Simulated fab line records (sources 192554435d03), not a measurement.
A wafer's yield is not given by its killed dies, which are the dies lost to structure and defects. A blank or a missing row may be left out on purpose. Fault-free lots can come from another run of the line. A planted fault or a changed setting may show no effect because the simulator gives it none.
Chamber matching + flow n5 finfet + cvd co-02 running N5_BEOL_M5_PRE_CLEAN_77: 3 sister chambers
The step time 15 s. 3 wafers are shown with their chamber, then 10 later ones without.

## WAFERS, EACH WITH ITS CHAMBER
| wafer  | chamber | heater power w (W) |
|--------|---------|--------------------|
| L119.4 | 0       | 58                 |
| L121.4 | 1       | 79                 |
| L121.5 | 2       | 105                |

## WAFERS WITH NO CHAMBER GIVEN
| wafer  | heater power w (W) |
|--------|--------------------|
| L121.6 | 58                 |
| L125.2 | 79                 |
| L125.3 | 107                |
| L125.5 | 107                |
| L128.1 | 58                 |
| L128.4 | 80                 |
| L128.6 | 107                |
| L129.1 | 60                 |
| L129.3 | 108                |
| L129.4 | 78                 |

## THE CHAMBER EACH PASSED THROUGH
| wafer  | from the rows above | in truth |
|--------|---------------------|----------|
| L121.6 | 0                   | 0        |
| L125.2 | 1                   | 1        |
| L125.3 | 2                   | 2        |
| L125.5 | 2                   | 2        |
| L128.1 | 0                   | 0        |
| L128.4 | 1                   | 1        |
| L128.6 | 2                   | 2        |
| L129.1 | 0                   | 0        |
| L129.3 | 2                   | 2        |
| L129.4 | 1                   | 1        |
Placed correctly: 10 of 10. Can't be placed from these rows: 0. Placed wrongly: 0.
How it was worked out, from the rows above alone: a wafer's distance from a chamber is the root of the sum, over the readings, of the square of ((its reading less the chamber's mean) divided by the reading's scatter). If the next closest chamber is less than 2 further off than the closest, the wafer can't be placed; otherwise it belongs to the closest. For every chamber, the mean is computed from those of its wafers that are shown. The scatter: root of mean squared gap, hidden wafer to nearest shown wafer, with one shown wafer a chamber.
